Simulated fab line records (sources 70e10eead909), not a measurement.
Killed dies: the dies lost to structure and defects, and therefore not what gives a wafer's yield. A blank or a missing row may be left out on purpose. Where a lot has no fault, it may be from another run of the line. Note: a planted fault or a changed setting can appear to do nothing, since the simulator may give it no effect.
Matching of chambers | flow nand-harc | NHARC_A_BLC_DESCUM_15 on rie-diel-13: 4 sister chambers
The step chemistry O2, time 3 s. 16 wafers are shown with their chamber, then 8 later ones without.

## WAFERS WITH THEIR CHAMBER
wafer  | chamber | drypump-motor-current-A (A) | showerhead-plenum-p-Torr (Torr) | rf-vpp-V (V)
L075.1 | 1       | 5.7                         | 1.99                            | 57.4
L075.2 | 2       | 5.6                         | 1.80                            | 57.8
L075.3 | 3       | 5.2                         | 1.87                            | 58.7
L075.4 | 0       | 6.5                         | 2.05                            | 58.9
L075.5 | 3       | 5.2                         | 1.87                            | 57.9
L075.6 | 0       | 6.5                         | 2.04                            | 58.6
L078.3 | 2       | 5.6                         | 1.80                            | 59.0
L078.5 | 3       | 5.2                         | 1.87                            | 58.0
L078.6 | 0       | 6.5                         | 2.04                            | 57.5
L083.2 | 1       | 5.7                         | 1.99                            | 57.7
L083.3 | 2       | 5.5                         | 1.79                            | 57.5
L083.4 | 2       | 5.6                         | 1.79                            | 57.6
L090.1 | 1       | 5.7                         | 1.99                            | 57.5
L090.2 | 3       | 5.2                         | 1.86                            | 57.0
L090.3 | 0       | 6.5                         | 2.04                            | 58.9
L091.4 | 3       | 5.2                         | 1.86                            | 56.7

SIGNATURES, as means of the wafers listed above
reading                  | chamber 0 | chamber 1 | chamber 2 | chamber 3 | scatter within a chamber
drypump-motor-current-A  | 6.500     | 5.700     | 5.575     | 5.200     | 0.025
showerhead-plenum-p-Torr | 2.0425    | 1.9900    | 1.7950    | 1.8660    | 0.00496
rf-vpp-V                 | 58.475    | 57.533    | 57.975    | 57.660    | 0.673
Rule: distance of a wafer from a chamber = root of the sum over the readings of ((wafer's reading minus chamber's mean) / reading's scatter) squared. The wafer belongs to the nearest chamber; if the next one is less than 2 further off, it can't be placed. The scatter is the square root of a quotient: the sum, over the shown wafers, of each reading's squared deviation from its chamber's mean, divided by wafers minus chambers.

## WAFERS MISSING THEIR CHAMBER
wafer  | drypump-motor-current-A (A) | showerhead-plenum-p-Torr (Torr) | rf-vpp-V (V)
L091.5 | 5.2                         | 1.86                            | 57.5
L091.6 | 6.5                         | 2.04                            | 58.0
L093.2 | 5.2                         | 1.86                            | 57.1
L093.3 | 5.6                         | 1.79                            | 57.5
L093.6 | 5.7                         | 1.99                            | 57.9
L092.1 | 6.5                         | 2.04                            | 59.9
L092.2 | 5.6                         | 1.79                            | 59.3
L092.6 | 5.7                         | 1.79                            | 56.1

## THE CHAMBER EACH PASSED THROUGH
wafer  | from the rows above | in truth
L091.5 | 3                   | 3
L091.6 | 0                   | 0
L093.2 | 3                   | 3
L093.3 | 2                   | 2
L093.6 | 1                   | 1
L092.1 | 0                   | 0
L092.2 | 2                   | 2
L092.6 | 2                   | 2
Correct placement for 8 of the 8. Number that these rows cannot place: 0. Wrongly placed: 0.
